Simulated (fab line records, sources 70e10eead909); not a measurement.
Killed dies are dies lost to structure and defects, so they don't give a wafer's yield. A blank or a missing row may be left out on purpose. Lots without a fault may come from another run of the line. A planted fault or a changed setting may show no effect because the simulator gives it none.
Tool commonality check | flow nand_harc | 13 lots, 39 wafers sampled

WHY IT WAS OPENED
At NHARC_END_SORT_01 the reading killed_at_array is flagged on 2 of 13 lots. Wafers without a fault read 59, standard deviation 20.
Rule: a lot is flagged when every wafer of it that has a number lies more than 4 standard deviations from that mean, or none has a number. The other lots count as sound.

lot  | measured     | on        | killed_at_array, wafer by wafer | flag
L922 | day 24 04:12 | prober-02 | 69 64 65                        |
L923 | day 25 09:34 | prober-02 | 23 21 21                        |
L925 | day 26 07:46 | prober-01 | 25 20 30                        |
L927 | day 26 16:01 | prober-02 | 75 83 70                        |
L933 | day 29 14:40 | prober-01 | 673 674 668                     | FLAGGED
L935 | day 29 22:28 | prober-01 | 674 674 677                     | FLAGGED
L938 | day 30 22:38 | prober-01 | 91 80 71                        |
L939 | day 31 09:19 | prober-01 | 55 60 66                        |
L941 | day 32 17:53 | prober-01 | 64 66 62                        |
L942 | day 33 04:44 | prober-01 | 53 62 57                        |
L944 | day 33 11:40 | prober-01 | 70 60 54                        |
L943 | day 33 21:05 | prober-01 | 47 51 48                        |
L945 | day 34 04:07 | prober-01 | 55 50 50                        |
The numbers of the flagged lots are 673 on average: +614 against the usual, or +31 standard deviations.

WHICH TOOL RAN EACH LOT
The record holds 3 process steps before the reading, out of a route of 1302 steps. In each cell: the tool, then ch and the chambers that the sampled wafers went through, then the start.
lot  | flag    | NHARC_A_CHANNEL_FILL_D1_STRIP_28   | NHARC_A_DECK1_JOINT_CMP_02    | NHARC_A_ONON_D2_DEP_09
L922 |         | rie_diel-08 ch 1,2,3, day 10 04:00 | cmp-02 ch 0,1,3, day 12 21:53 | pecvd_onon-04 ch 0, day 13 00:21
L923 |         | rie_diel-08 ch 0,1,2, day 10 08:32 | cmp-04 ch 0,2,3, day 13 09:29 | pecvd_onon-02 ch 0, day 13 11:55
L925 |         | rie_diel-08 ch 0,1,3, day 11 05:40 | cmp-04 ch 2,3, day 14 06:32   | pecvd_onon-02 ch 0, day 14 09:19
L927 |         | rie_diel-13 ch 1,2, day 12 01:47   | cmp-01 ch 1,2,3, day 14 20:02 | pecvd_onon-04 ch 0, day 14 22:32
L933 | FLAGGED | rie_diel-04 ch 1,2,3, day 14 18:46 | cmp-04 ch 0,1,2, day 17 02:34 | pecvd_onon-02, day 17 05:05
L935 | FLAGGED | rie_diel-08 ch 0,1,2, day 14 18:46 | cmp-01 ch 1,2, day 17 02:33   | pecvd_onon-04, day 17 05:05
L938 |         | rie_diel-04 ch 0,1, day 16 15:08   | cmp-04 ch 1,2,3, day 19 00:38 | pecvd_onon-01 ch 0, day 19 03:11
L939 |         | rie_diel-04 ch 0,1,3, day 17 01:40 | cmp-01 ch 1,2,3, day 19 12:06 | pecvd_onon-02 ch 0, day 19 14:53
L941 |         | rie_diel-13 ch 0,3, day 18 02:37   | cmp-02 ch 0,1,2, day 20 13:59 | pecvd_onon-01 ch 0, day 20 16:23
L942 |         | rie_diel-13 ch 0,2,3, day 18 19:23 | cmp-01 ch 1,2,3, day 21 04:02 | pecvd_onon-02 ch 0, day 21 06:31
L944 |         | rie_diel-13 ch 0,1,3, day 19 00:53 | cmp-04 ch 0,2,3, day 21 10:53 | pecvd_onon-01 ch 0, day 21 13:55
L943 |         | rie_diel-13 ch 0,1,2, day 18 15:09 | cmp-02 ch 1,2, day 21 01:55   | pecvd_onon-04 ch 0, day 21 04:29
L945 |         | rie_diel-08 ch 1,2, day 19 00:53   | cmp-02 ch 1,3, day 21 10:50   | pecvd_onon-02 ch 0, day 21 13:30
What these steps do:
- NHARC_A_CHANNEL_FILL_D1_STRIP_28: strips in O2, time 20 s.
- NHARC_A_DECK1_JOINT_CMP_02: polishes SiOx.
- NHARC_A_ONON_D2_DEP_09: target thk 1000 nm.
- NHARC_END_SORT_01

FLAGGED OVER TOTAL, TOOL BY TOOL (the gauges that took the reading come last)
step                             | tool          | lots run | flagged | share of the flagged lots | sound lots run after its first flagged lot
NHARC_A_CHANNEL_FILL_D1_STRIP_28 | rie_diel-04   | 3        | 1       | some                      | 2 (L938,L939)
NHARC_A_CHANNEL_FILL_D1_STRIP_28 | rie_diel-08   | 5        | 1       | some                      | 1 (L945)
NHARC_A_CHANNEL_FILL_D1_STRIP_28 | rie_diel-13   | 5        | 0       | none                      | -
NHARC_A_DECK1_JOINT_CMP_02       | cmp-01        | 4        | 1       | some                      | 2 (L939,L942)
NHARC_A_DECK1_JOINT_CMP_02       | cmp-02        | 4        | 0       | none                      | -
NHARC_A_DECK1_JOINT_CMP_02       | cmp-04        | 5        | 1       | some                      | 2 (L938,L944)
NHARC_A_ONON_D2_DEP_09           | pecvd_onon-01 | 3        | 0       | none                      | -
NHARC_A_ONON_D2_DEP_09           | pecvd_onon-02 | 6        | 1       | some                      | 3 (L939,L942,L945)
NHARC_A_ONON_D2_DEP_09           | pecvd_onon-04 | 4        | 1       | some                      | 1 (L943)
NHARC_END_SORT_01                | prober-01     | 10       | 2       | all                       | 7 (L938,L939,L941,L942,L944,L943,L945)
NHARC_END_SORT_01                | prober-02     | 3        | 0       | none                      | -

WHAT THE TABLE ALLOWS
1 row of the table ran every flagged lot: prober-01 at NHARC_END_SORT_01.
- prober-01 at NHARC_END_SORT_01: 2 of its 10 lots flagged. Sound lots ran on it after the first flagged one (L938, L939, L941, L942, L944, L943, L945), which a lasting fault on the whole tool wouldn't allow.
No row of the table ran every flagged lot and no sound lot after the first.

WHAT THE SIMULATOR HAD PUT IN
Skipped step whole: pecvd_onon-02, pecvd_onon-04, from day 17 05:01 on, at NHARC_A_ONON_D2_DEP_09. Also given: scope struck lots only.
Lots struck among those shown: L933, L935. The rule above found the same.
